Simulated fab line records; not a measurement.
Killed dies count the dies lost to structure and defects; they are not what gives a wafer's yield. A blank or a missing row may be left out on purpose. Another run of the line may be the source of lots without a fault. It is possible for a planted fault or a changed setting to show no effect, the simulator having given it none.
Comparing a struck lot with a sound one | flow nand harc | 20 out of 1302 route steps
Sound: these wafers, L434.2, L434.3, L434.5. Wafers L447.1, L447.3, L447.4 were the ones struck. The cause is named last.
For every step that has rows: the tool of each side, followed by ch and its chambers, followed by its first start. Under that, the readings that differ: sound wafers | struck wafers | difference of the means | sigmas: that difference in standard deviations of wafers without a fault.
alike: a reading whose means differ by less than 2 such deviations, as well as words and numbers matching on both sides. not compared: withheld readings; readings where some wafer has no value; bounds like >300 that might hide an equal value; numbers whose values overlap and for which the record gives no deviation.
A row with sigmas, a row that says differs or no value, or rows on one side alone: a step with any of these is where the two part. Numbers that don't overlap but have no deviation are shown without sigmas and don't part them. A reading missing from all wafers of one side parts the sides only when that side holds two or more wafers.

first, 3 steps without rows for these wafers: NHARC_P_GATE_SRD_72; NHARC_P_GATE_OXIDE_16 (material SiO2, target thk 3 nm, ox time 392 s); NHARC_P_GATE_CVD_17 (deposits poly-Si, target thk 150 nm, time 900 s).
NHARC_P_GATE_HM_DEP_102: deposits aC, target thk 120 nm.
  sound on acl dep-03 ch 0, day 5 19:10; struck on acl dep-01 ch 0, day 11 12:05
  alike: susceptor temp C, throttle valve pct
NHARC_P_GATE_DEP_103: deposits SiON, target thk 30 nm.
  sound on pecvd-04 ch 0,2, day 5 19:44; struck on pecvd-03 ch 1,2, day 11 12:46
  alike: heater power w, susceptor temp C
then, 7 steps without rows for these wafers: NHARC_P_GATE_DEHYDRATE_18 (time 120 s); NHARC_P_GATE_HMDS_19 (time 30 s); NHARC_P_GATE_COAT_20 (resist thk 90 nm); NHARC_P_GATE_SOFTBAKE_21 (time 55 s); NHARC_P_GATE_EBR_22; NHARC_P_GATE_EXPOSE_23 (exposes mask P GATE, target cd 120 nm); NHARC_P_GATE_PEB_24 (peb time 65 s).
NHARC_P_GATE_DEVELOP_25: develop time 35 s.
  sound on litho track-04 ch 0, day 5 20:00; struck on litho track-01 ch 0, day 11 13:00
NHARC_P_GATE_CD_MEAS_26: target cd 120 nm.
  sound on cd sem-01 ch 0, day 5 20:31; struck on cd sem-01 ch 0, day 11 13:20
  reading    | sound             | struck            | difference | sigmas
  cd nm (nm) | 120.0 120.5 119.9 | 117.9 118.2 118.1 | -2.1       | -4
NHARC_P_GATE_OVL_MEAS_27:
  sound on overlay-01 at day 5 20:35; struck on overlay-01 at day 11 13:25
  reading           | sound       | struck         | difference | sigmas
  overlay y nm (nm) | 0.9 0.9 0.6 | -0.5 -1.5 -1.2 | -1.9       | -2
  alike: overlay x nm
NHARC_P_GATE_INSPECT_28:
  sound on defect inspect-01 at day 5 20:38; struck on defect inspect-02 at day 11 13:28
  alike: raw defect count
NHARC_P_GATE_DESCUM_31: chemistry O2, time 3 s.
  sound on rie diel-12 ch 0,1, day 5 20:41; struck on rie diel-04 ch 0,1,2, day 11 13:32
  reading                 | sound             | struck          | difference | sigmas
  model.P_GATE.cd nm (nm) | 120.6 120.4 120.1 | 118.1 118.3 119 | -1.9       |
  alike: drypump motor current A, oes product au, rf vpp V, showerhead plenum p Torr, throttle valve pct
  not compared: rf hours counter h
NHARC_P_GATE_ETCH_104: etches the open film in CF4/CHF3, target depth 60 nm.
  sound on rie diel-12 ch 0,2,3, day 5 20:47; struck on rie diel-04 ch 1,2,3, day 11 13:37
  reading                 | sound             | struck            | difference | sigmas
  model.P_GATE.cd nm (nm) | 120.7 120.3 120.7 | 118.4 118.7 119.1 | -1.8       |
  alike: drypump motor current A, oes product au, rf vpp V, showerhead plenum p Torr, throttle valve pct
NHARC_P_GATE_HM_OPEN_105: chemistry O2/COS, target depth 360 nm.
  sound: rie diel-12 ch 0,1,2; struck: rie diel-04 ch 0,1,3
  alike: drypump motor current A, oes product au, rf vpp V, showerhead plenum p Torr, throttle valve pct
  not compared: rf hours counter h
-- the record jumps here: 19 days lie between the struck wafers' starts before and after (it left off in module P_GATE and takes up again in module END, whose first step shown is number 1302 of the route) --
NHARC_END_SORT_01:
  sound on prober-02 ch 0, day 25 12:32; struck on prober-01 ch 0, day 30 09:39
  alike: killed at array, killed at other, killed at periphery, killed dies, killed open, killed short

== WHERE THEY PART ==
Earliest at NHARC_P_GATE_CD_MEAS_26; latest, in this record, at NHARC_P_GATE_OVL_MEAS_27. Later steps at which nothing parts them and some readings are alike: NHARC_P_GATE_INSPECT_28, NHARC_P_GATE_DESCUM_31, NHARC_P_GATE_ETCH_104, NHARC_P_GATE_HM_OPEN_105, NHARC_END_SORT_01.

WHY: the cause the simulator had injected
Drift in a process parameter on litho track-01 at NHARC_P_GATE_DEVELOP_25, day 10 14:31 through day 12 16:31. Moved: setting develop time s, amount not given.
